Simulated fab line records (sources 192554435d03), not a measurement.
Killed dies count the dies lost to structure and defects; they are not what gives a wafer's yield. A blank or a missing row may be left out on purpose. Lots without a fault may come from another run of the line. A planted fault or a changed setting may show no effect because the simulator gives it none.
Matching of chambers	flow n5Finfet	N5_BEOL_M2_STRIP_36 on rieDiel-04: 4 sister chambers
The step strips in N2/H2. 4 wafers are shown with their chamber, then 9 later ones without.

== EACH WAFER AND ITS CHAMBER ==
wafer	chamber	drypumpMotorCurrentA (A)
L086.5	0	5.3
L089.3	2	6.1
L089.4	1	5.1
L089.6	3	6.0

== WAFERS WITHOUT THEIR CHAMBER ==
wafer	drypumpMotorCurrentA (A)
L091.2	6.1
L091.3	5.1
L091.4	5.3
L092.2	6.0
L092.4	5.0
L092.5	6.0
L095.1	6.0
L095.3	5.3
L095.6	5.4

== EACH ONE'S CHAMBER ==
wafer	from the rows above	in truth
L091.2	2	2
L091.3	1	1
L091.4	0	0
L092.2	3	3
L092.4	1	1
L092.5	3	3
L095.1	3	3
L095.3	0	0
L095.6	0	0
Correct placement for 9 of the 9. Left unplaced by these rows: 0. Wrongly placed: 0.
How it was worked out, from the rows above alone: a wafer's distance from a chamber is the root of the sum, over the readings, of the square of ((its reading less the chamber's mean) divided by the reading's scatter). The wafer belongs to the nearest chamber; if the next one is less than 2 further off, it can't be placed. A chamber's mean is the mean of its shown wafers. The scatter: root of mean squared gap, hidden wafer to nearest shown wafer, with one shown wafer a chamber.
